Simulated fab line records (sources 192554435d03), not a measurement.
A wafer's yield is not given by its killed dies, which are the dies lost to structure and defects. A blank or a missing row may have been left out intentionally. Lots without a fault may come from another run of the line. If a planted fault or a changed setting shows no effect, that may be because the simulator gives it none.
Chamber matching :: flow n5Finfet :: N5_FIN_CUT_STRIP_24 on rieDiel-04: 4 sister chambers
The step strips in CF4. 8 wafers are shown with their chamber, then 8 later ones without.

WAFERS WITH THEIR CHAMBER
wafer: L077.1
chamber: 2
showerheadPlenumPTorr (Torr): 1.83
throttleValvePct (%): 12.98

wafer: L082.2
chamber: 2
showerheadPlenumPTorr (Torr): 1.82
throttleValvePct (%): 12.96

wafer: L082.3
chamber: 0
showerheadPlenumPTorr (Torr): 1.78
throttleValvePct (%): 13.87

wafer: L082.6
chamber: 1
showerheadPlenumPTorr (Torr): 1.66
throttleValvePct (%): 13.30

wafer: L083.2
chamber: 3
showerheadPlenumPTorr (Torr): 1.72
throttleValvePct (%): 13.51

wafer: L083.5
chamber: 3
showerheadPlenumPTorr (Torr): 1.72
throttleValvePct (%): 13.48

wafer: L083.6
chamber: 0
showerheadPlenumPTorr (Torr): 1.78
throttleValvePct (%): 13.88

wafer: L085.1
chamber: 1
showerheadPlenumPTorr (Torr): 1.66
throttleValvePct (%): 13.30

WAFERS MISSING THEIR CHAMBER
wafer: L085.3
showerheadPlenumPTorr (Torr): 1.82
throttleValvePct (%): 13.01

wafer: L085.4
showerheadPlenumPTorr (Torr): 1.66
throttleValvePct (%): 13.33

wafer: L093.1
showerheadPlenumPTorr (Torr): 1.71
throttleValvePct (%): 13.53

wafer: L093.2
showerheadPlenumPTorr (Torr): 1.77
throttleValvePct (%): 13.91

wafer: L093.6
showerheadPlenumPTorr (Torr): 1.71
throttleValvePct (%): 13.52

wafer: L096.3
showerheadPlenumPTorr (Torr): 1.82
throttleValvePct (%): 13.06

wafer: L096.4
showerheadPlenumPTorr (Torr): 1.65
throttleValvePct (%): 13.35

wafer: L096.6
showerheadPlenumPTorr (Torr): 1.77
throttleValvePct (%): 13.94

THE CHAMBER EACH PASSED THROUGH
wafer: L085.3
from the rows above: 2
in truth: 2

wafer: L085.4
from the rows above: 1
in truth: 1

wafer: L093.1
from the rows above: 3
in truth: 3

wafer: L093.2
from the rows above: 0
in truth: 0

wafer: L093.6
from the rows above: 3
in truth: 3

wafer: L096.3
from the rows above: 2
in truth: 2

wafer: L096.4
from the rows above: 1
in truth: 1

wafer: L096.6
from the rows above: 0
in truth: 0
Correctly placed: 8 of 8. From these rows, 0 cannot be placed. Number placed wrongly: 0.
How it was worked out, from the rows above alone: a wafer's distance from a chamber is the root of the sum, over the readings, of the square of ((its reading less the chamber's mean) divided by the reading's scatter). The wafer belongs to the nearest chamber; if the next one is less than 2 further off, it can't be placed. Each chamber's mean is taken over the wafers shown for it. The scatter: the root of (the sum of the squares of (reading less its chamber's mean) over the shown wafers, divided by (wafers less chambers)).
